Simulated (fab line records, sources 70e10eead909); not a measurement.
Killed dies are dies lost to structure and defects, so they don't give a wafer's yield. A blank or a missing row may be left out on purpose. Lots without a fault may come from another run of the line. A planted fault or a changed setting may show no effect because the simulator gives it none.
Chamber matching | flow nand_harc | NHARC_A_ZERO_WELL_DESCUM_12 on rie_diel-07: 4 sister chambers
The step chemistry O2, time 3 s. 39 wafers are shown with their chamber, then 12 later ones without.

WAFERS WITH THEIR CHAMBER
wafer  | chamber | drypump_motor_current_A (A) | oes_product_au (a.u.) | throttle_valve_pct (%)
L074.1 | 0       | 5.1                         | 0.998                 | 11.313
L074.2 | 1       | 5.4                         | 1.009                 | 11.310
L074.5 | 1       | 5.4                         | 1.009                 | 11.311
L075.3 | 1       | 5.4                         | 1.017                 | 11.300
L075.5 | 2       | 6.5                         | 0.986                 | 11.291
L075.6 | 3       | 5.0                         | 1.009                 | 11.309
L079.3 | 2       | 6.5                         | 1.003                 | 11.303
L079.4 | 1       | 5.4                         | 1.014                 | 11.316
L079.5 | 0       | 5.1                         | 1.006                 | 11.314
L081.1 | 0       | 5.1                         | 1.003                 | 11.310
L081.3 | 3       | 5.1                         | 0.997                 | 11.314
L081.4 | 2       | 6.5                         | 0.988                 | 11.313
L082.1 | 1       | 5.4                         | 1.023                 | 11.325
L082.5 | 1       | 5.4                         | 1.009                 | 11.313
L082.6 | 2       | 6.5                         | 0.991                 | 11.292
L083.1 | 3       | 5.1                         | 0.997                 | 11.301
L083.5 | 3       | 5.1                         | 1.014                 | 11.322
L083.6 | 0       | 5.0                         | 1.002                 | 11.316
L084.1 | 1       | 5.4                         | 1.008                 | 11.303
L084.3 | 3       | 5.0                         | 0.998                 | 11.305
L084.6 | 0       | 5.1                         | 1.001                 | 11.310
L085.1 | 3       | 5.0                         | 0.988                 | 11.339
L085.3 | 1       | 5.4                         | 1.007                 | 11.297
L085.5 | 1       | 5.4                         | 1.015                 | 11.321
L086.1 | 3       | 5.0                         | 1.003                 | 11.302
L086.4 | 0       | 5.1                         | 0.989                 | 11.306
L086.5 | 0       | 5.1                         | 0.994                 | 11.312
L087.1 | 2       | 6.5                         | 0.996                 | 11.321
L087.2 | 0       | 5.1                         | 1.004                 | 11.309
L087.3 | 1       | 5.4                         | 1.015                 | 11.313
L090.1 | 1       | 5.4                         | 1.021                 | 11.315
L090.2 | 2       | 6.5                         | 0.989                 | 11.306
L090.3 | 3       | 5.0                         | 1.013                 | 11.323
L089.3 | 2       | 6.5                         | 0.994                 | 11.296
L089.5 | 3       | 5.1                         | 0.994                 | 11.327
L089.6 | 2       | 6.5                         | 0.984                 | 11.308
L091.1 | 0       | 5.0                         | 1.005                 | 11.307
L091.5 | 3       | 5.0                         | 0.995                 | 11.308
L091.6 | 0       | 5.1                         | 1.011                 | 11.310

SIGNATURES (means of the wafers above)
reading                 | chamber 0 | chamber 1 | chamber 2 | chamber 3 | scatter within a chamber
drypump_motor_current_A | 5.080     | 5.400     | 6.500     | 5.040     | 0.0338
oes_product_au          | 1.00130   | 1.01336   | 0.99138   | 1.00080   | 0.00674
throttle_valve_pct      | 11.31070  | 11.31127  | 11.30375  | 11.31500  | 0.0092
Rule: a wafer's distance from a chamber is the root of the sum, over the readings, of the square of ((its reading less the chamber's mean) divided by the reading's scatter). The wafer belongs to the nearest chamber; if the next one is less than 2 further off, it can't be placed. The scatter: the root of (the sum of the squares of (reading less its chamber's mean) over the shown wafers, divided by (wafers less chambers)).

WAFERS WITHOUT THEIR CHAMBER
wafer  | drypump_motor_current_A (A) | oes_product_au (a.u.) | throttle_valve_pct (%)
L093.2 | 5.0                         | 1.006                 | 11.322
L093.4 | 5.0                         | 1.005                 | 11.287
L093.6 | 5.4                         | 1.014                 | 11.307
L094.1 | 6.5                         | 0.981                 | 11.281
L094.3 | 5.0                         | 0.992                 | 11.327
L094.4 | 5.4                         | 1.005                 | 11.313
L095.1 | 6.5                         | 0.970                 | 11.325
L095.3 | 5.1                         | 1.002                 | 11.311
L095.4 | 5.4                         | 1.009                 | 11.312
L097.1 | 5.0                         | 1.020                 | 11.291
L097.2 | 5.4                         | 1.017                 | 11.320
L097.5 | 5.0                         | 1.009                 | 11.318

WHICH CHAMBER EACH WENT THROUGH
wafer  | from the rows above     | in truth
L093.2 | can't be placed: 3 or 0 | 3
L093.4 | can't be placed: 3 or 0 | 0
L093.6 | 1                       | 1
L094.1 | 2                       | 2
L094.3 | can't be placed: 3 or 0 | 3
L094.4 | 1                       | 1
L095.1 | 2                       | 2
L095.3 | can't be placed: 0 or 3 | 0
L095.4 | 1                       | 1
L097.1 | can't be placed: 3 or 0 | 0
L097.2 | 1                       | 1
L097.5 | can't be placed: 3 or 0 | 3
Placed correctly: 6 of 12. Can't be placed from these rows: 6 (the true chamber is among the candidates in 6). Placed wrongly: 0.
